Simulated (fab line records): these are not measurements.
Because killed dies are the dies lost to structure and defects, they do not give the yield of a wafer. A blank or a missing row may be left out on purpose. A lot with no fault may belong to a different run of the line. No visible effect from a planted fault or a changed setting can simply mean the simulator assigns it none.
fab line records | flow n5-finfet
record: lots: 24 wafers: 72 last-day: 18
route steps=1938 shown BEOL_M3@992 BEOL_M4@1036
lots with no fault: from the same line, run without faults
start-h: the number of hours between the record's first day and the start of the first shown wafer of the lot | wait-h: time in hours since the lot's previous step | " unchanged from the row above | L1.1+2: a row that stands for several wafers | - either no value or no given start | * or withheld: withheld | < > ~ a bound
route shown NAME@n: a module of which the file shows steps, and the number in the route of the first | usual: mean and standard deviation over wafers with no fault | same: alike in all rows | chamber/n: place in a boat | sites: the reading at each site | _std_site: how widely they spread, as a standard deviation | _edge_site: inner sites' mean taken away from outer sites' mean | radius-mm: for every site, how far away it sits from the centre of the wafer | mask NAME#n: copy n | behind: the most recent tool/chamber to have shaped the wafer | hold: reason for holding the lot/hours on hold/outcome of the hold | device: the transistor (n, p or np) that didn't switch | end of line: the same wafers' tests at the end of the route | step lacking rows: just its recipe | killed: count of dies lost to structure and defects at first sort (not the wafer's yield) | map: dies across one wafer; x = killed, . = not, _ = none there
set.NAME: the run value of the setting; set.NAME@STEP: its run value at that earlier step | model.NAME: the simulator's own value behind a step, which no gauge read
the route's steps for a sample of lots (tables are steps, rows are wafers)
services: the hour from which a tool's chamber was out of use, counted from the record's first day as start-h (under 0 if before that day), plus the number of hours and why
== steps ==
step: N5_BEOL_M3_SURFACE_TREAT_85
recipe: gas: Ar time-s: * ion-energy-ev: * ion-current-ma-cm2: 0.5 pressure-mtorr: * ar-flow-sccm: 30
usual: pressure-mtorr: * throttle-valve-pct: *
columns lot.wafer tool chamber start-h wait-h pressure-mtorr throttle-valve-pct
L074.1 pvd-sputter-01 - 147.93 1.4 * *
L074.4 " - " " * *
L074.6 " - " " * *
L076.3 pvd-sputter-03 - 155.63 0.1 * *
L076.4 " - " " * *
L076.6 " - " " * *
L075.1 pvd-sputter-02 - 173.86 0.3 * *
L075.2 " - " " * *
L075.6 " - " " * *
L077.1 pvd-sputter-02 - 174.00 0.1 * *
L077.4 " - " " * *
L077.5 " - " " * *
L078.1 pvd-sputter-02 - 174.22 0.4 * *
L078.4 " - " " * *
L078.6 " - " " * *
L079.4 pvd-sputter-01 - 181.77 0.1 * *
L079.5 " - " " * *
L079.6 " - " " * *
L080.1 pvd-sputter-01 - 194.32 0.3 * *
L080.5 " - " " * *
L080.6 " - " " * *
L081.1 pvd-sputter-03 - 194.32 0.3 * *
L081.2 " - " " * *
L081.3 " - " " * *
L082.1 pvd-sputter-01 - 194.36 0.2 * *
L082.2 " - " " * *
L082.3 " - " " * *
L085.1 pvd-sputter-02 - 209.97 0.1 * *
L085.4 " - " " * *
L085.6 " - " " * *
L083.2 pvd-sputter-02 - 210.17 0.2 * *
L083.4 " - " " * *
L083.5 " - " " * *
L084.2 pvd-sputter-02 - 213.29 0.2 * *
L084.4 " - " " * *
L084.5 " - " " * *
L086.1 pvd-sputter-02 - 247.33 0.2 * *
L086.4 " - " " * *
L086.5 " - " " * *
L089.1 pvd-sputter-03 - 247.81 0.1 * *
L089.4 " - " " * *
L089.5 " - " " * *
L087.3 pvd-sputter-02 - 254.13 0.2 * *
L087.5 " - " " * *
L087.6 " - " " * *
L088.3 pvd-sputter-02 - 254.29 0.1 * *
L088.5 " - " " * *
L088.6 " - " " * *
L090.2 pvd-sputter-01 - 254.41 0.1 * *
L090.4 " - " " * *
L090.6 " - " " * *
L091.1 pvd-sputter-01 - 257.91 0.2 * *
L091.2 " - " " * *
L091.4 " - " " * *
L093.1 pvd-sputter-03 - 263.50 0.2 * *
L093.2 " - " " * *
L093.4 " - " " * *
L092.1 pvd-sputter-02 - 264.78 1.0 * *
L092.4 " - " " * *
L092.5 " - " " * *
L094.3 pvd-sputter-02 - 267.22 0.2 * *
L094.5 " - " " * *
L094.6 " - " " * *
L095.1 pvd-sputter-01 - 283.67 0.3 * *
L095.2 " - " " * *
L095.3 " - " " * *
L096.1 pvd-sputter-03 - 296.71 0.2 * *
L096.3 " - " " * *
L096.4 " - " " * *
L097.2 pvd-sputter-01 - 308.22 0.2 * *
L097.4 " - " " * *
L097.6 " - " " * *
step: N5_BEOL_M3_ANNEAL_89
recipe: temp-c: 400 time-s: 240 ambient: vacuum
usual: heater-power-w: 834/100
columns lot.wafer tool chamber start-h wait-h heater-power-w
L074.1 pvd-sputter-01 - 149.33 0.0 1043
L074.4 " - " " 965
L074.6 " - " " 938
L076.3 pvd-sputter-03 - 156.94 0.0 822
L076.4 " - " " 698
L076.6 " - " " 839
L075.1 pvd-sputter-02 - 175.27 0.0 808
L075.2 " - " " 750
L075.6 " - " " 765
L077.1 pvd-sputter-01 - 175.41 0.0 788
L077.4 " - " " 957
L077.5 " - " " 969
L078.1 pvd-sputter-02 - 177.11 0.0 920
L078.4 " - " " 760
L078.6 " - " " 920
L079.4 pvd-sputter-03 - 183.15 0.0 881
L079.5 " - " " 692
L079.6 " - " " 839
L080.1 pvd-sputter-03 - 195.51 0.0 848
L080.5 " - " " 705
L080.6 " - " " 878
L081.1 pvd-sputter-01 - 195.56 0.0 809
L081.2 " - " " 1083
L081.3 " - " " 956
L082.1 pvd-sputter-02 - 195.76 0.0 806
L082.2 " - " " 915
L082.3 " - " " 735
L085.1 pvd-sputter-03 - 211.23 0.0 688
L085.4 " - " " 695
L085.6 " - " " 684
L083.2 pvd-sputter-01 - 211.35 0.0 1081
L083.4 " - " " 799
L083.5 " - " " 944
L084.2 pvd-sputter-01 - 214.53 0.0 975
L084.4 " - " " 822
L084.5 " - " " 771
L086.1 pvd-sputter-01 - 248.53 0.0 768
L086.4 " - " " 952
L086.5 " - " " 1075
L089.1 pvd-sputter-03 - 248.99 0.0 868
L089.4 " - " " 715
L089.5 " - " " 854
L087.3 pvd-sputter-02 - 255.31 0.0 905
L087.5 " - " " 927
L087.6 " - " " 779
L088.3 pvd-sputter-03 - 255.70 0.0 830
L088.5 " - " " 691
L088.6 " - " " 871
L090.2 pvd-sputter-02 - 257.19 0.0 769
L090.4 " - " " 859
L090.6 " - " " 867
L091.1 pvd-sputter-02 - 259.15 0.0 885
L091.2 " - " " 923
L091.4 " - " " 756
L093.1 pvd-sputter-03 - 264.83 0.0 860
L093.2 " - " " 697
L093.4 " - " " 840
L092.1 pvd-sputter-01 - 266.40 0.0 827
L092.4 " - " " 962
L092.5 " - " " 801
L094.3 pvd-sputter-02 - 268.40 0.0 895
L094.5 " - " " 886
L094.6 " - " " 766
L095.1 pvd-sputter-03 - 284.90 0.0 683
L095.2 " - " " 698
L095.3 " - " " 847
L096.1 pvd-sputter-03 - 298.23 0.0 701
L096.3 " - " " 873
L096.4 " - " " 840
L097.2 pvd-sputter-01 - 309.40 0.0 1057
L097.4 " - " " 952
L097.6 " - " " 826
step: N5_BEOL_M3_SPUTTER_92
recipe: material: Cu target-thk-a: 45 temp-c: -20 chamber-pressure-pa: 0.07 power-w: withheld time-s: 8.29
usual: throttle-valve-pct: 30.0/0.92
columns lot.wafer tool chamber start-h wait-h throttle-valve-pct
L074.1 pvd-sputter-01 - 149.69 0.1 29.0
L074.4 " - " " 30.1
L074.6 " - " " 30.2
L076.3 pvd-sputter-03 - 157.30 0.1 29.9
L076.4 " - " " 29.8
L076.6 " - " " 29.7
L075.1 pvd-sputter-02 - 175.63 0.1 30.3
L075.2 " - " " 30.4
L075.6 " - " " 29.9
L077.1 pvd-sputter-01 - 175.77 0.1 31.8
L077.4 " - " " 30.0
L077.5 " - " " 30.2
L078.1 pvd-sputter-02 - 177.47 0.1 28.4
L078.4 " - " " 30.3
L078.6 " - " " 28.5
L079.4 pvd-sputter-03 - 183.51 0.1 30.0
L079.5 " - " " 30.2
L079.6 " - " " 30.3
L080.1 pvd-sputter-03 - 195.87 0.1 30.1
L080.5 " - " " 29.8
L080.6 " - " " 31.3
L081.1 pvd-sputter-01 - 195.92 0.1 28.8
L081.2 " - " " 28.9
L081.3 " - " " 30.3
L082.1 pvd-sputter-02 - 196.12 0.1 30.6
L082.2 " - " " 28.7
L082.3 " - " " 30.4
L085.1 pvd-sputter-03 - 211.59 0.1 29.9
L085.4 " - " " 29.6
L085.6 " - " " 29.5
L083.2 pvd-sputter-01 - 211.71 0.1 29.2
L083.4 " - " " 28.7
L083.5 " - " " 30.3
L084.2 pvd-sputter-01 - 214.89 0.1 30.2
L084.4 " - " " 28.5
L084.5 " - " " 32.0
L086.1 pvd-sputter-01 - 248.89 0.1 31.7
L086.4 " - " " 30.2
L086.5 " - " " 28.9
L089.1 pvd-sputter-03 - 249.35 0.1 31.3
L089.4 " - " " 29.9
L089.5 " - " " 30.2
L087.3 pvd-sputter-02 - 255.67 0.1 29.5
L087.5 " - " " 28.7
L087.6 " - " " 30.0
L088.3 pvd-sputter-03 - 256.06 0.1 30.1
L088.5 " - " " 29.7
L088.6 " - " " 31.1
L090.2 pvd-sputter-02 - 257.55 0.1 30.1
L090.4 " - " " 29.7
L090.6 " - " " 29.4
L091.1 pvd-sputter-02 - 259.51 0.1 29.7
L091.2 " - " " 28.8
L091.4 " - " " 30.0
L093.1 pvd-sputter-03 - 265.19 0.1 31.4
L093.2 " - " " 29.7
L093.4 " - " " 30.1
L092.1 pvd-sputter-01 - 266.76 0.1 28.8
L092.4 " - " " 30.4
L092.5 " - " " 28.8
L094.3 pvd-sputter-02 - 268.76 0.1 28.7
L094.5 " - " " 29.6
L094.6 " - " " 30.4
L095.1 pvd-sputter-03 - 285.26 0.1 29.4
L095.2 " - " " 29.8
L095.3 " - " " 30.0
L096.1 pvd-sputter-03 - 298.59 0.1 29.7
L096.3 " - " " 31.1
L096.4 " - " " 30.0
L097.2 pvd-sputter-01 - 309.76 0.1 28.8
L097.4 " - " " 30.1
L097.6 " - " " 28.9
step: N5_BEOL_M3_CO_CAP_55
recipe: material: Co target-thk-a: 20 temp-c: 200 precursor: CCTBA/H2 pressure-torr: 30 time-s: 102.1
usual: heater-power-w: 241/33
columns lot.wafer tool chamber start-h wait-h heater-power-w since-wet-clean-h
L074.1 cvd-co-02 0 151.02 0.0 243 692
L074.4 " 1 " " 234 -
L074.6 " 0 " " 247 -
L076.3 cvd-co-01 1 158.60 0.0 250 22
L076.4 " 2 " " 272 -
L076.6 " 0 " " 190 -
L075.1 cvd-co-01 1 176.93 0.0 256 40
L075.2 " 2 " " 276 478
L075.6 " 0 " " 185 -
L077.1 cvd-co-01 2 177.07 0.0 275 478
L077.4 " 1 " " 255 -
L077.5 " 2 " " 281 -
L078.1 cvd-co-02 0 178.77 0.0 249 720
L078.4 " 0 " " 242 -
L078.6 " 1 " " 231 -
L079.4 cvd-co-01 0 184.89 0.0 187 -
L079.5 " 1 " " 256 -
L079.6 " 2 " " 283 -
L080.1 cvd-co-01 2 197.17 0.0 279 498
L080.5 " 1 " " 255 -
L080.6 " 2 " " 277 -
L081.1 cvd-co-01 0 197.28 0.0 187 957
L081.2 " 1 " " 255 61
L081.3 " 2 " " 284 498
L082.1 cvd-co-01 0 197.46 0.0 186 957
L082.2 " 1 " " 258 61
L082.3 " 2 " " 285 498
L085.1 cvd-co-02 1 212.90 0.0 231 1192
L085.4 " 0 " " 252 -
L085.6 " 2 " " 248 -
L083.2 cvd-co-01 2 213.03 0.0 275 514
L083.4 " 1 " " 262 -
L083.5 " 2 " " 276 -
L084.2 cvd-co-01 1 216.20 0.0 246 80
L084.4 " 2 " " 276 -
L084.5 " 1 " " 254 -
L086.1 cvd-co-02 1 250.19 0.0 239 1229
L086.4 " 0 " " 246 -
L086.5 " 2 " " 240 -
L089.1 cvd-co-01 0 250.66 0.0 193 1011
L089.4 " 2 " " 276 -
L089.5 " 1 " " 254 -
L087.3 cvd-co-01 0 257.03 0.0 185 1017
L087.5 " 0 " " 185 -
L087.6 " 1 " " 265 -
L088.3 cvd-co-02 2 257.49 0.0 251 340
L088.5 " 1 " " 234 -
L088.6 " 0 " " 246 -
L090.2 cvd-co-01 1 258.85 0.0 261 122
L090.4 " 0 " " 187 -
L090.6 " 2 " " 271 -
L091.1 cvd-co-01 1 260.81 0.0 259 124
L091.2 " 2 " " 277 561
L091.4 " 1 " " 257 -
L093.1 cvd-co-01 0 266.51 0.0 183 1027
L093.2 " 1 " " 256 130
L093.4 " 0 " " 187 -
L092.1 cvd-co-01 1 268.08 0.0 250 131
L092.4 " 1 " " 254 -
L092.5 " 2 " " 277 -
L094.3 cvd-co-01 1 270.06 0.0 248 133
L094.5 " 2 " " 281 -
L094.6 " 0 " " 185 -
L095.1 cvd-co-02 0 286.56 0.0 249 828
L095.2 " 1 " " 232 1265
L095.3 " 2 " " 243 369
L096.1 cvd-co-01 0 299.91 0.0 183 1060
L096.3 " 2 " " 278 601
L096.4 " 1 " " 256 -
L097.2 cvd-co-02 0 311.07 0.0 243 852
L097.4 " 0 " " 246 -
L097.6 " 2 " " 243 -
step: N5_BEOL_M4_INSPECT_13
recipe: mode: adi inspect-instrument: brightfield
usual: raw-defect-count: 398/82
columns lot.wafer tool chamber start-h wait-h raw-defect-count
L074.1 defect-inspect-01 - 152.81 0.1 381
L074.4 " - " " 269
L074.6 " - " " 406
L076.3 defect-inspect-01 - 159.90 0.0 331
L076.4 " - " " 388
L076.6 " - " " 430
L075.1 defect-inspect-01 - 179.37 0.1 364
L075.2 " - " " 435
L075.6 " - " " 265
L077.1 defect-inspect-01 - 179.54 0.1 338
L077.4 " - " " 295
L077.5 " - " " 417
L078.1 defect-inspect-01 - 180.81 0.1 472
L078.4 " - " " 380
L078.6 " - " " 325
L079.4 defect-inspect-02 - 186.02 0.0 425
L079.5 " - " " 449
L079.6 " - " " 388
L080.1 defect-inspect-01 - 198.07 0.1 409
L080.5 " - " " 348
L080.6 " - " " 360
L081.1 defect-inspect-02 - 198.36 0.1 392
L081.2 " - " " 356
L081.3 " - " " 423
L082.1 defect-inspect-02 - 198.53 0.1 376
L082.2 " - " " 334
L082.3 " - " " 262
L085.1 defect-inspect-01 - 215.16 0.1 506
L085.4 " - " " 482
L085.6 " - " " 391
L083.2 defect-inspect-01 - 215.49 0.0 456
L083.4 " - " " 519
L083.5 " - " " 482
L084.2 defect-inspect-02 - 217.83 0.0 303
L084.4 " - " " 435
L084.5 " - " " 418
L086.1 defect-inspect-02 - 251.68 0.1 254
L086.4 " - " " 266
L086.5 " - " " 257
L089.1 defect-inspect-01 - 251.77 0.1 543
L089.4 " - " " 357
L089.5 " - " " 343
L087.3 defect-inspect-01 - 260.44 0.0 299
L087.5 " - " " 309
L087.6 " - " " 359
L088.3 defect-inspect-02 - 260.51 0.0 447
L088.5 " - " " 354
L088.6 " - " " 474
L090.2 defect-inspect-02 - 261.17 0.0 414
L090.4 " - " " 409
L090.6 " - " " 379
L091.1 defect-inspect-02 - 262.31 0.1 256
L091.2 " - " " 505
L091.4 " - " " 415
L093.1 defect-inspect-02 - 267.84 0.1 323
L093.2 " - " " 494
L093.4 " - " " 364
L092.1 defect-inspect-01 - 270.85 0.1 419
L092.4 " - " " 480
L092.5 " - " " 383
L094.3 defect-inspect-01 - 271.19 0.0 357
L094.5 " - " " 542
L094.6 " - " " 358
L095.1 defect-inspect-02 - 288.26 0.1 471
L095.2 " - " " 398
L095.3 " - " " 613
L096.1 defect-inspect-02 - 301.96 0.1 435
L096.3 " - " " 380
L096.4 " - " " 278
L097.2 defect-inspect-02 - 312.29 0.0 324
L097.4 " - " " 415
L097.6 " - " " 312
step: N5_BEOL_M4_STRIP_66
recipe: chemistry: CF4 resist: SiARC power-w: 300 bias-power-w: 75 pressure-mtorr: 50 cf4-flow-sccm: 150 rf-frequency-hz: 6e+07
usual: drypump-motor-current-A: 5.8/0.42 oes-product-au: 0.83/0.075 rf-vpp-V: 270.9/1.3 showerhead-plenum-p-Torr: 1.77/0.047 throttle-valve-pct: 13.49/0.19
columns lot.wafer tool chamber start-h wait-h drypump-motor-current-A oes-product-au rf-hours-counter-h rf-vpp-V showerhead-plenum-p-Torr throttle-valve-pct
L074.1 rie-diel-03 2 154.82 0.0 5.7 0.86 33 272.8 1.75 13.39
L074.4 " 0 " " 5.4 0.95 - 271.4 1.78 13.54
L074.6 " 3 " " 5.2 0.69 - 269.0 1.72 13.79
L076.3 rie-diel-03 3 160.60 0.0 5.2 0.69 189 268.6 1.72 13.81
L076.4 " 3 " " 5.3 0.70 - 269.4 1.72 13.79
L076.6 " 0 " " 5.4 0.93 - 271.2 1.78 13.53
L075.1 rie-diel-04 1 179.62 0.0 5.8 0.86 46 269.5 1.74 13.28
L075.2 " 3 " " 6.4 0.68 240 272.3 1.84 13.91
L075.6 " 3 " " 6.4 0.68 - 270.9 1.84 13.90
L077.1 rie-diel-02 0 179.79 0.0 5.6 0.94 9 272.6 1.82 13.24
L077.4 " 0 " " 5.6 0.94 - 270.3 1.82 13.26
L077.5 " 1 " " 6.6 0.87 - 272.4 1.76 13.34
L078.1 rie-diel-03 1 181.12 0.0 5.5 0.96 3 271.4 1.76 13.62
L078.4 " 3 " " 5.3 0.69 196 271.7 1.72 13.81
L078.6 " 2 " " 5.7 0.84 - 269.2 1.75 13.40
L079.4 rie-diel-02 2 186.27 0.0 5.5 0.84 - 270.5 1.75 13.50
L079.5 " 0 " " 5.6 0.93 - 273.9 1.81 13.26
L079.6 " 1 " " 6.7 0.86 - 270.2 1.76 13.34
L080.1 rie-diel-04 1 198.32 0.0 5.8 0.86 54 272.0 1.74 13.31
L080.5 " 0 " " 5.1 0.78 - 269.8 1.74 13.82
L080.6 " 3 " " 6.4 0.68 - 272.2 1.83 13.92
L081.1 rie-diel-04 2 198.61 0.0 6.1 0.82 73 273.3 1.81 13.33
L081.2 " 0 " " 5.1 0.79 122 270.0 1.74 13.82
L081.3 " 1 " " 5.8 0.86 54 270.8 1.74 13.32
L082.1 rie-diel-02 1 198.77 0.0 6.7 0.85 42 272.0 1.76 13.35
L082.2 " 3 " " 5.6 0.93 2 274.3 1.93 13.29
L082.3 " 2 " " 5.5 0.83 69 270.8 1.75 13.51
L085.1 rie-diel-03 3 215.41 0.0 5.2 0.69 207 268.2 1.71 13.87
L085.4 " 1 " " 5.6 0.91 14 272.5 1.76 13.63
L085.6 " 1 " " 5.5 0.92 - 269.8 1.76 13.63
L083.2 rie-diel-03 2 215.73 0.0 5.7 0.83 53 271.1 1.74 13.45
L083.4 " 1 " " 5.5 0.92 14 269.7 1.76 13.65
L083.5 " 0 " " 5.4 0.90 - 270.6 1.77 13.58
L084.2 rie-diel-03 0 218.25 0.0 5.4 0.90 30 269.6 1.77 13.58
L084.4 " 2 " " 5.7 0.83 54 270.7 1.74 13.43
L084.5 " 0 " " 5.4 0.89 - 270.6 1.77 13.60
L086.1 rie-diel-04 3 252.68 0.0 6.4 0.95 6 273.9 1.83 13.39
L086.4 " 2 " " 6.1 0.80 92 272.3 1.80 13.37
L086.5 " 2 " " 6.1 0.79 - 271.5 1.80 13.37
L089.1 rie-diel-03 3 252.90 0.0 5.3 0.68 220 269.0 1.71 13.87
L089.4 " 0 " " 5.4 0.88 41 270.8 1.77 13.62
L089.5 " 3 " " 5.2 0.67 - 270.1 1.71 13.87
L087.3 rie-diel-02 0 260.68 0.0 5.6 0.88 38 271.1 1.81 13.31
L087.5 " 3 " " 5.5 0.87 - 274.0 1.92 13.33
L087.6 " 2 " " 5.5 0.81 - 270.4 1.74 13.58
L088.3 rie-diel-04 2 260.76 0.0 6.1 0.80 94 271.9 1.80 13.37
L088.5 " 3 " " 6.4 0.92 - 270.8 1.83 13.37
L088.6 " 2 " " 6.1 0.79 - 270.8 1.80 13.38
L090.2 rie-diel-04 2 261.42 0.0 6.1 0.79 95 272.9 1.80 13.37
L090.4 " 3 " " 6.4 0.93 - 271.0 1.83 13.37
L090.6 " 2 " " 6.1 0.79 - 272.7 1.80 13.35
L091.1 rie-diel-04 3 262.56 0.0 6.4 0.92 10 270.3 1.83 13.38
L091.2 " 2 " " 6.2 0.79 95 272.0 1.80 13.36
L091.4 " 3 " " 6.4 0.93 - 271.9 1.83 13.38
L093.1 rie-diel-04 1 268.44 0.0 5.8 0.82 80 269.6 1.73 13.37
L093.2 " 3 " " 6.4 0.93 14 272.4 1.83 13.39
L093.4 " 1 " " 5.8 0.82 - 271.0 1.73 13.37
L092.1 rie-diel-03 0 271.32 0.0 5.4 0.87 48 270.6 1.77 13.64
L092.4 " 2 " " 5.7 0.81 71 269.8 1.74 13.47
L092.5 " 2 " " 5.7 0.80 - 270.9 1.74 13.47
L094.3 rie-diel-04 2 271.43 0.0 6.1 0.79 100 270.4 1.80 13.38
L094.5 " 2 " " 6.1 0.78 - 271.0 1.80 13.38
L094.6 " 1 " " 5.8 0.82 - 269.3 1.73 13.38
L095.1 rie-diel-04 1 288.54 0.0 5.8 0.81 88 268.8 1.73 13.38
L095.2 " 2 " " 6.1 0.78 107 271.5 1.80 13.40
L095.3 " 3 " " 6.4 0.89 22 270.5 1.83 13.39
L096.1 rie-diel-02 1 302.21 0.0 6.7 0.81 77 270.3 1.75 13.42
L096.3 " 2 " " 5.5 0.79 106 268.8 1.74 13.59
L096.4 " 0 " " 5.6 0.85 52 271.1 1.80 13.34
L097.2 rie-diel-02 2 312.53 0.0 5.6 0.79 109 270.8 1.74 13.61
L097.4 " 1 " " 6.7 0.81 80 270.8 1.75 13.45
L097.6 " 1 " " 6.6 0.81 - 271.0 1.75 13.43
== services ==
columns tool chamber start-h hours kind
rie-diel-02 0 127.39 - clean
rie-diel-02 0 127.39 - consumable-replace:focus-ring
rie-diel-02 0 127.39 34.7 scheduled-down
rie-diel-02 0 127.39 34.7 vent-cycle
rie-diel-04 - 133.18 1.8 repair
rie-diel-03 0 136.09 6.4 repair
rie-diel-04 - 142.48 14.6 pm
cvd-co-02 2 147.66 16.3 repair
rie-diel-03 1 149.06 - clean
rie-diel-03 1 149.06 - consumable-replace:focus-ring
pvd-sputter-02 - 150.44 9.3 repair
rie-diel-04 2 159.86 12.2 repair
rie-diel-02 3 166.92 - clean
cvd-co-02 - 172.77 4.2 repair
cvd-co-02 - 201.28 0.2 repair
cvd-co-02 - 208.32 2.8 pm
rie-diel-04 3 212.00 - clean
rie-diel-04 3 212.00 - consumable-replace:focus-ring
rie-diel-04 3 212.00 22.3 scheduled-down
rie-diel-04 3 212.00 22.3 vent-cycle
cvd-co-02 - 225.93 0.9 repair
cvd-co-02 - 246.82 0.4 repair
rie-diel-04 0 259.93 44.6 repair
rie-diel-03 1 300.65 1.3 repair
== key ==
fault none
